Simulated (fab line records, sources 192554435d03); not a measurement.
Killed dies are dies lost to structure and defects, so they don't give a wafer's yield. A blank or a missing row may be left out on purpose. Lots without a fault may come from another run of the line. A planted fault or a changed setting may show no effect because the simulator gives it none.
Split-lot experiment | flow n5_finfet | 7 lots, 21 wafers read, on a route of 1938 steps

THE SPLIT
At N5_BEOL_M9_EXPOSE_08 (exposes mask M9), the setting dose_mj was moved away from the recipe's 53.75 on 7 of the 21 wafers read, by -5.7% to +6.0%. The other wafers ran this setting at the recipe's value.

FROM THE SPLIT TO THE READING: what the file shows between them, 15 steps
- N5_BEOL_M9_PEB_09: peb time 60 s
- N5_BEOL_M9_DEVELOP_10: develop time 30 s
- N5_BEOL_M9_CD_MEAS_11: target cd 64.1 nm
- N5_BEOL_M9_DESCUM_16: chemistry O2, time 7.9 s (also split here: time_s)
- N5_BEOL_M9_ETCH_61: etches SiARC in CF4, target depth 39 nm, time 65 s
- N5_BEOL_M9_ETCH_62: etches SOC in N2/H2, target depth 110 nm, overetch 22 nm, time 165 s
- N5_BEOL_M9_STRIP_68: strips in N2/H2
- N5_BEOL_M9_STRIP_67: strips in CF4
- N5_BEOL_M9_HM_OPEN_17: chemistry Cl2/BCl3, target TiN, target depth 20 nm, overetch 6 nm
- N5_BEOL_M9_STRIP_19: strips in O2
- N5_BEOL_M9_CD_MEAS_18: pitch 140 nm, target cd 70 nm
- N5_BEOL_M9_COAT_63: time 60 s, resist thk 60 nm
- N5_BEOL_M9_COAT_64: time 60 s, resist thk 12 nm
- N5_BEOL_M9_PRECLEAN_42: cleans in residue remover, time 60 s
- N5_BEOL_M9_SRD_43: time 30 s

THE READING
cd_nm, in nm, at N5_BEOL_M9_CD_MEAS_35 (target cd 70 nm, target cd y 40 nm). Fault-free wafers of this fab line usually give 70.1 nm, standard deviation 0.51 nm.

wafer  | tool, chamber at the split | dose_mj as run | against the recipe | cd_nm, nm | against lot-mates on the recipe
L074.1 | arfi_scanner-01, 0         | 54.86          | +2.1%              | 71.3      | +0.7
L074.4 | arfi_scanner-01, 0         | 53.75          | recipe             | 70.9      | -
L074.5 | arfi_scanner-01, 0         | 53.75          | recipe             | 70.3      | -
L080.2 | arfi_scanner-01, 0         | 51.4           | -4.4%              | 67.1      | -2.8
L080.4 | arfi_scanner-01, 0         | 51.4           | -4.4%              | 67.4      | -2.5
L080.5 | arfi_scanner-01, 0         | 53.75          | recipe             | 69.9      | -
L081.2 | arfi_scanner-01, 0         | 50.69          | -5.7%              | 66.9      | -3.7
L081.5 | arfi_scanner-01, 0         | 50.69          | -5.7%              | 66.5      | -4.1
L081.6 | arfi_scanner-01, 0         | 53.75          | recipe             | 70.6      | -
L085.3 | arfi_scanner-03, 0         | 53.75          | recipe             | 70.4      | -
L085.4 | arfi_scanner-03, 0         | 53.75          | recipe             | 70.6      | -
L085.6 | arfi_scanner-03, 0         | 53.75          | recipe             | 70.3      | -
L087.1 | arfi_scanner-01, 0         | 53.75          | recipe             | 69.9      | -
L087.2 | arfi_scanner-01, 0         | 53.75          | recipe             | 69.9      | -
L087.4 | arfi_scanner-01, 0         | 53.75          | recipe             | 69.8      | -
L091.1 | arfi_scanner-01, 0         | 53.75          | recipe             | 70.5      | -
L091.2 | arfi_scanner-01, 0         | 53.75          | recipe             | 70.8      | -
L091.6 | arfi_scanner-01, 0         | 53.75          | recipe             | 70.2      | -
L095.2 | arfi_scanner-01, 0         | 56.96          | +6.0%              | 73.3      | +2.2
L095.3 | arfi_scanner-01, 0         | 53.75          | recipe             | 71.1      | -
L095.6 | arfi_scanner-01, 0         | 56.96          | +6.0%              | 73.8      | +2.7

THE FIT
A straight line over all 21 wafers: cd_nm changes by +0.606 nm for each +1% of dose_mj; r = +0.98; the points scatter about the line by 0.4 nm.
The same after taking each lot's own level away (the mean of its wafers on the recipe; 21 wafers): +0.543 nm for each +1%; r = +0.97; scatter 0.38 nm.
On that fit, the largest move of dose_mj shifts the reading by 3.2 nm.
The lots' own levels span 69.87 to 71.10 nm, that is 2.4 times the standard deviation above.
So the lot-to-lot level changes the slope: the two fits differ.
Check: with one of the wafers moved furthest among these (+6.0%) left out of the fit, the line predicts +3.36 nm for it against its lot-mates. It came out at +2.2 nm against them.

OTHER SPLITS ON THESE WAFERS
These wafers also went through other splits before the reading. Each is held against what the fit with the lots' levels taken away leaves over:
other split on the same wafers       | wafers away from the commonest value | r with cd_nm (lot level and that fit taken away)
N5_BEOL_M7_HM_DEP_02 target_thk_a    | 4                                    | -0.14
N5_BEOL_M8_PECVD_70 time_s           | 9                                    | +0.02
N5_BEOL_M8_DEVELOP_10 develop_time_s | 5                                    | +0.02
N5_BEOL_M9_DESCUM_16 time_s          | 6                                    | +0.21

THE WHOLE CHAIN: every reading that the file lists as answering this split, in the file's order
step                  | what it does                                                         | reading                                                               | change (the file's fit)               | r (the file's)
N5_BEOL_M9_CD_MEAS_11 | target cd 64.1 nm                                                    | cd_nm                                                                 | +0.522 nm for each +1% of the setting | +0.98
N5_BEOL_M9_ETCH_61    | etches SiARC in CF4, target depth 39 nm, time 65 s                   | BEOL_M9.cd_offset_nm (the simulator's own value, which no gauge read) | +0.564 nm for each +1% of the setting | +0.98
N5_BEOL_M9_ETCH_62    | etches SOC in N2/H2, target depth 110 nm, overetch 22 nm, time 165 s | BEOL_M9.cd_offset_nm (the simulator's own value, which no gauge read) | +0.543 nm for each +1% of the setting | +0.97
N5_BEOL_M9_HM_OPEN_17 | chemistry Cl2/BCl3, target TiN, target depth 20 nm, overetch 6 nm    | BEOL_M9.cd_offset_nm (the simulator's own value, which no gauge read) | +0.525 nm for each +1% of the setting | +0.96
N5_BEOL_M9_CD_MEAS_18 | pitch 140 nm, target cd 70 nm                                        | cd_nm                                                                 | +0.576 nm for each +1% of the setting | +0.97
N5_BEOL_M9_CD_MEAS_35 | target cd 70 nm, target cd y 40 nm                                   | cd_nm                                                                 | +0.548 nm for each +1% of the setting | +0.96

THE FILE'S OWN FIT
cd_nm changes by +0.548 nm for each +1% of dose_mj, r = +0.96.
